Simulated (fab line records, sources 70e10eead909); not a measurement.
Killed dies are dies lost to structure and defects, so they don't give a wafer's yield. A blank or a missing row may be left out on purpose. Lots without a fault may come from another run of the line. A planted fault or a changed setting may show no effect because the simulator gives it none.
Which tool did it? | flow nand_harc | 24 lots, 72 wafers sampled, at 6 steps of a route of 1302

WHAT THE GAUGES READ, wafer by wafer
NHARC_A_M0_THK_MEAS_24: measures by xrf. Usual: thk_nm 113.7 nm, standard deviation 1.6.
lot  | measured     | on            | thk_nm (nm)       | flag
L074 | day 22 11:40 | film_metro-02 | 111.1 112.3 112.9 |
L075 | day 23 00:03 | film_metro-01 | 112.0 114.3 113.4 |
L076 | day 23 09:11 | film_metro-01 | 113.8 115.5 113.7 |
L077 | day 23 13:41 | film_metro-01 | 111.9 117.0 111.9 |
L078 | day 23 15:32 | film_metro-01 | 114.0 113.6 112.9 |
L079 | day 24 17:04 | film_metro-02 | 112.3 113.8 112.0 |
L081 | day 25 12:18 | film_metro-01 | 113.2 115.7 114.6 |
L080 | day 25 13:38 | film_metro-02 | 114.8 116.5 114.4 |
L082 | day 26 05:32 | film_metro-02 | 116.4 114.4 113.2 |
L084 | day 26 23:22 | film_metro-02 | 116.3 111.9 111.8 |
L083 | day 27 06:02 | film_metro-01 | 112.5 114.5 112.9 |
L085 | day 27 11:56 | film_metro-02 | 115.1 114.8 112.9 |
L087 | day 27 14:05 | film_metro-01 | 112.2 113.0 114.7 |
L086 | day 27 16:20 | film_metro-01 | 113.6 112.6 114.3 |
L089 | day 28 09:21 | film_metro-02 | 115.1 113.8 109.2 |
L088 | day 28 10:59 | film_metro-01 | 112.7 112.1 112.9 |
L090 | day 29 09:23 | film_metro-02 | 115.7 117.0 115.7 |
L091 | day 29 10:46 | film_metro-02 | 114.1 111.0 115.1 |
L093 | day 30 16:46 | film_metro-02 | 114.0 112.3 115.5 |
L094 | day 30 19:26 | film_metro-02 | 114.7 110.8 111.3 |
L092 | day 31 02:53 | film_metro-01 | 113.3 111.6 111.5 |
L095 | day 31 12:47 | film_metro-02 | 113.6 111.3 115.7 |
L096 | day 31 13:58 | film_metro-01 | 114.6 113.3 110.6 |
L097 | day 32 01:53 | film_metro-02 | 113.8 113.5 113.9 |

NHARC_A_M1_CD_MEAS_09: target cd 120 nm. Usual: cd_nm 120.3 nm, standard deviation 0.54.
lot  | measured     | on        | cd_nm (nm)        | flag
L074 | day 22 13:13 | cd_sem-03 | 119.7 119.3 119.3 |
L075 | day 23 01:35 | cd_sem-01 | 120.7 121.2 120.6 |
L076 | day 23 10:46 | cd_sem-02 | 120.8 120.3 119.3 |
L077 | day 23 15:07 | cd_sem-03 | 119.5 120.2 120.4 |
L078 | day 23 17:05 | cd_sem-03 | 120.4 120.6 120.2 |
L079 | day 24 18:37 | cd_sem-02 | 120.4 121.0 120.4 |
L081 | day 25 13:45 | cd_sem-03 | 120.9 120.4 120.6 |
L080 | day 25 15:11 | cd_sem-01 | 120.8 119.9 121.5 |
L082 | day 26 07:05 | cd_sem-03 | 120.8 120.0 120.1 |
L084 | day 27 00:55 | cd_sem-03 | 120.4 119.7 119.8 |
L083 | day 27 07:37 | cd_sem-03 | 120.9 119.9 120.0 |
L085 | day 27 13:21 | cd_sem-03 | 119.8 120.0 120.1 |
L087 | day 27 15:38 | cd_sem-03 | 120.2 120.2 120.4 |
L086 | day 27 17:50 | cd_sem-01 | 118.9 120.5 120.0 |
L089 | day 28 10:46 | cd_sem-02 | 120.4 119.8 120.1 |
L088 | day 28 12:34 | cd_sem-03 | 120.6 120.0 120.6 |
L090 | day 29 10:57 | cd_sem-03 | 120.0 120.4 119.3 |
L091 | day 29 12:19 | cd_sem-03 | 121.7 120.0 121.7 |
L093 | day 30 18:11 | cd_sem-03 | 120.5 119.4 120.4 |
L094 | day 30 20:59 | cd_sem-01 | 120.8 119.8 120.4 |
L092 | day 31 04:27 | cd_sem-02 | 120.4 120.4 119.7 |
L095 | day 31 14:26 | cd_sem-01 | 120.1 119.9 119.6 |
L096 | day 31 15:22 | cd_sem-01 | 120.7 119.6 120.9 |
L097 | day 32 03:27 | cd_sem-02 | 120.1 120.3 119.5 |

WHICH TOOL RAN EACH LOT (tool, then ch and the chambers of the sampled wafers, then the start)
lot  | NHARC_A_CONTACT_ETCH_136             | NHARC_A_CONTACT_ALD_18              | NHARC_A_CONTACT_CMP_20        | NHARC_A_M0_PRE_CLEAN_31
L074 | har_cap_etch-03 ch 0,1, day 22 00:45 | ald_metal-02 ch 0,1,2, day 22 03:11 | cmp-01 ch 0,1, day 22 04:15   | pecvd-04 ch 1,2, day 22 11:54
L075 | har_cap_etch-01 ch 0,1, day 22 13:10 | ald_metal-04 ch 1,2, day 22 15:39   | cmp-01 ch 0,2,3, day 22 16:47 | pecvd-04 ch 0,1, day 23 00:17
L076 | har_cap_etch-02 ch 0,1, day 22 22:03 | ald_metal-02 ch 1,3, day 23 00:33   | cmp-03 ch 1,2,3, day 23 01:38 | pecvd-04 ch 0,2, day 23 09:24
L077 | har_cap_etch-03 ch 0,1, day 23 02:43 | ald_metal-02 ch 0,1,2, day 23 05:14 | cmp-01 ch 1,2,3, day 23 06:20 | pecvd-01 ch 1,2, day 23 13:54
L078 | har_cap_etch-01 ch 0,1, day 23 04:02 | ald_metal-04 ch 0,2,3, day 23 06:59 | cmp-04 ch 0,2, day 23 08:02   | pecvd-04 ch 1,2, day 23 15:47
L079 | har_cap_etch-03 ch 0,1, day 24 06:07 | ald_metal-02 ch 0,1,3, day 24 08:39 | cmp-01 ch 0,1,3, day 24 09:44 | pecvd-04 ch 0,1,2, day 24 17:18
L081 | har_cap_etch-01 ch 0,1, day 25 01:10 | ald_metal-02 ch 0,2,3, day 25 03:46 | cmp-03 ch 0,1,3, day 25 04:52 | pecvd-03 ch 0,1,2, day 25 12:34
L080 | har_cap_etch-03 ch 0,1, day 25 02:28 | ald_metal-04 ch 0,1,2, day 25 05:07 | cmp-03 ch 1,2,3, day 25 06:11 | pecvd-03 ch 0,1,2, day 25 13:52
L082 | har_cap_etch-02 ch 0,1, day 25 17:36 | ald_metal-04 ch 0,1,2, day 25 20:31 | cmp-03 ch 1,2,3, day 25 21:40 | pecvd-04 ch 0,2, day 26 05:47
L084 | har_cap_etch-01 ch 0,1, day 26 12:21 | ald_metal-04 ch 2,3, day 26 14:56   | cmp-01 ch 1,2, day 26 16:01   | pecvd-04 ch 0,1,2, day 26 23:35
L083 | har_cap_etch-03 ch 0,1, day 26 19:13 | ald_metal-02 ch 0,1,3, day 26 21:44 | cmp-03 ch 0,1,2, day 26 22:50 | pecvd-01 ch 1,2, day 27 06:17
L085 | har_cap_etch-02 ch 0,1, day 27 00:46 | ald_metal-02 ch 0,3, day 27 03:19   | cmp-01 ch 2,3, day 27 04:25   | pecvd-03 ch 1,2, day 27 12:10
L087 | har_cap_etch-01 ch 0,1, day 27 03:04 | ald_metal-04 ch 1,2,3, day 27 05:33 | cmp-03 ch 0,1,2, day 27 06:40 | pecvd-01 ch 0,1, day 27 14:19
L086 | har_cap_etch-02 ch 0,1, day 27 05:05 | ald_metal-01 ch 0,2,3, day 27 07:47 | cmp-03 ch 0,1,3, day 27 08:53 | pecvd-03 ch 1,2, day 27 16:34
L089 | har_cap_etch-01 ch 0,1, day 27 21:38 | ald_metal-04 ch 0,1,2, day 28 00:40 | cmp-04 ch 1,2,3, day 28 01:44 | pecvd-04 ch 0,1,2, day 28 09:35
L088 | har_cap_etch-03 ch 0,1, day 27 23:52 | ald_metal-02 ch 1,3, day 28 02:19   | cmp-03 ch 1,3, day 28 03:25   | pecvd-01 ch 0,1,2, day 28 11:14
L090 | har_cap_etch-01 ch 0,1, day 28 21:42 | ald_metal-04 ch 2,3, day 29 00:15   | cmp-04 ch 1,2, day 29 01:19   | pecvd-04 ch 1,2, day 29 09:38
L091 | har_cap_etch-03 ch 0,1, day 28 23:25 | ald_metal-02 ch 0,1,2, day 29 02:20 | cmp-03 ch 1,2,3, day 29 03:26 | pecvd-03 ch 0,1,2, day 29 10:59
L093 | har_cap_etch-01 ch 0,1, day 30 05:33 | ald_metal-04 ch 1,2,3, day 30 08:19 | cmp-03 ch 0,2,3, day 30 09:26 | pecvd-01 ch 0,1,2, day 30 17:01
L094 | har_cap_etch-03 ch 0,1, day 30 08:07 | ald_metal-02 ch 0,3, day 30 10:54   | cmp-01 ch 0,1,3, day 30 12:01 | pecvd-01 ch 0,2, day 30 19:41
L092 | har_cap_etch-02 ch 1, day 30 09:41   | ald_metal-02 ch 1,2, day 30 12:17   | cmp-04 ch 0,1,2, day 30 13:24 | pecvd-01 ch 0,1,2, day 31 03:08
L095 | har_cap_etch-03 ch 0, day 31 01:16   | ald_metal-02 ch 0,1,2, day 31 04:11 | cmp-03 ch 1,3, day 31 05:17   | pecvd-04 ch 0,1,2, day 31 13:09
L096 | har_cap_etch-02 ch 0,1, day 31 02:40 | ald_metal-04 ch 0,1,3, day 31 05:31 | cmp-04 ch 0,1,2, day 31 06:36 | pecvd-04 ch 0,1, day 31 14:11
L097 | har_cap_etch-01 ch 0,1, day 31 15:00 | ald_metal-04 ch 2,3, day 31 17:29   | cmp-03 ch 0,1,2, day 31 18:37 | pecvd-04 ch 0,1,2, day 32 02:09
- NHARC_A_CONTACT_ETCH_136: etches the open film in C4F8/O2/Ar, time 311 s, target depth 1912 nm.
- NHARC_A_CONTACT_ALD_18: deposits TiN, target thk 3 nm, pulse time 1 s, ald cycles 150.
- NHARC_A_CONTACT_CMP_20: polishes, t overpolish 30 s, target thk 300 nm.
- NHARC_A_M0_PRE_CLEAN_31: time 12 s.

WHAT THE TOOLS THEMSELVES READ (means of the sampled wafers that have a number; where no wafer has one, the mark that the record gives instead)
NHARC_A_CONTACT_ALD_18. Usual: heater_power_w 1066 W, standard deviation 100; precursor_pulse_height_rel 1.000, standard deviation 0.018.
lot  | tool         | heater_power_w (W) | precursor_pulse_height_rel | flag
L074 | ald_metal-02 | 1172               | 0.984                      |
L075 | ald_metal-04 | 978                | 0.998                      |
L076 | ald_metal-02 | 1176               | 0.987                      |
L077 | ald_metal-02 | 1169               | 0.994                      |
L078 | ald_metal-04 | 1023               | 1.004                      |
L079 | ald_metal-02 | 1156               | 0.997                      |
L081 | ald_metal-02 | 1062               | 1.009                      |
L080 | ald_metal-04 | 982                | 0.985                      |
L082 | ald_metal-04 | 988                | 1.008                      |
L084 | ald_metal-04 | 991                | 0.985                      |
L083 | ald_metal-02 | 1105               | 1.008                      |
L085 | ald_metal-02 | 1071               | 0.999                      |
L087 | ald_metal-04 | 1027               | 0.991                      |
L086 | ald_metal-01 | 1043               | 1.013                      |
L089 | ald_metal-04 | 983                | 0.982                      |
L088 | ald_metal-02 | 1119               | 1.000                      |
L090 | ald_metal-04 | 940                | 0.983                      |
L091 | ald_metal-02 | 1130               | 1.012                      |
L093 | ald_metal-04 | 992                | 1.007                      |
L094 | ald_metal-02 | 1063               | 0.992                      |
L092 | ald_metal-02 | 1134               | 1.002                      |
L095 | ald_metal-02 | 1130               | 0.996                      |
L096 | ald_metal-04 | 1021               | 1.011                      |
L097 | ald_metal-04 | 993                | 0.998                      |

NHARC_A_CONTACT_CMP_20. Usual: motor_current_A 12.3 A, standard deviation 1.4; overpolish_run_s 30.000 s, standard deviation 0.009; slurry_filter_dp_kPa 13.49 kPa, standard deviation 0.15; time_to_endpoint_s 61 s, standard deviation 4.1.
lot  | tool   | motor_current_A (A) | overpolish_run_s (s) | slurry_filter_dp_kPa (kPa) | time_to_endpoint_s (s) | flag
L074 | cmp-01 | 13.7                | 30.000               | 13.54                      | 56                     |
L075 | cmp-01 | 11.5                | 30.003               | 13.39                      | 59                     |
L076 | cmp-03 | 11.8                | 30.000               | 13.56                      | 67                     |
L077 | cmp-01 | 12.6                | 29.997               | 13.60                      | 61                     |
L078 | cmp-04 | 12.2                | 30.000               | 13.48                      | 62                     |
L079 | cmp-01 | 12.1                | 29.997               | 13.40                      | 58                     |
L081 | cmp-03 | 12.5                | 30.000               | 13.44                      | 64                     |
L080 | cmp-03 | 11.5                | 30.003               | 13.49                      | 65                     |
L082 | cmp-03 | 11.6                | 30.012               | 13.64                      | 68                     |
L084 | cmp-01 | 13.7                | 30.003               | 13.56                      | 58                     |
L083 | cmp-03 | 12.6                | 30.005               | 13.54                      | 65                     |
L085 | cmp-01 | 11.8                | 30.003               | 13.49                      | 60                     |
L087 | cmp-03 | 12.4                | 30.003               | 13.45                      | 64                     |
L086 | cmp-03 | 12.8                | 30.002               | 13.48                      | 64                     |
L089 | cmp-04 | 12.9                | 30.009               | 13.53                      | 61                     |
L088 | cmp-03 | 12.6                | 29.993               | 13.59                      | 63                     |
L090 | cmp-04 | 12.2                | 29.994               | 13.60                      | 58                     |
L091 | cmp-03 | 11.5                | 30.004               | 13.37                      | 64                     |
L093 | cmp-03 | 11.7                | 30.002               | 13.55                      | 67                     |
L094 | cmp-01 | 12.4                | 29.996               | 13.45                      | 58                     |
L092 | cmp-04 | 12.4                | 29.998               | 13.61                      | 59                     |
L095 | cmp-03 | 12.5                | 30.005               | 13.41                      | 62                     |
L096 | cmp-04 | 12.3                | 29.997               | 13.47                      | 58                     |
L097 | cmp-03 | 12.5                | 29.994               | 13.45                      | 62                     |

NHARC_A_M0_PRE_CLEAN_31. Usual: heater_power_w 651 W, standard deviation 75.
lot  | tool     | heater_power_w (W) | flag
L074 | pecvd-04 | 563                |
L075 | pecvd-04 | 636                |
L076 | pecvd-04 | 585                |
L077 | pecvd-01 | 754                |
L078 | pecvd-04 | 600                |
L079 | pecvd-04 | 641                |
L081 | pecvd-03 | 658                |
L080 | pecvd-03 | 637                |
L082 | pecvd-04 | 658                |
L084 | pecvd-04 | 642                |
L083 | pecvd-01 | 757                |
L085 | pecvd-03 | 591                |
L087 | pecvd-01 | 688                |
L086 | pecvd-03 | 611                |
L089 | pecvd-04 | 628                |
L088 | pecvd-01 | 747                |
L090 | pecvd-04 | 633                |
L091 | pecvd-03 | 689                |
L093 | pecvd-01 | 722                |
L094 | pecvd-01 | 649                |
L092 | pecvd-01 | 669                |
L095 | pecvd-04 | 600                |
L096 | pecvd-04 | 538                |
L097 | pecvd-04 | 646                |

THE ANSWER, worked out from the rows above alone
Rule: a lot is off if the mean of its wafers that have a number lies more than 3 standard deviations from the usual mean. A lot without any number at a reading at which 4 lots or more have one is off too. The other lots that the step has rows for count as sound. The gauges are gone through in route order, then the tools' own readings, and for those a lot's mean is taken as printed above. The first step at which some lot is off is used, and at that step the reading that is off furthest; a lot without a number counts as furthest.
No lot is off at any reading shown: from this, nothing can be told.

WHAT THE SIMULATOR HAD PUT IN
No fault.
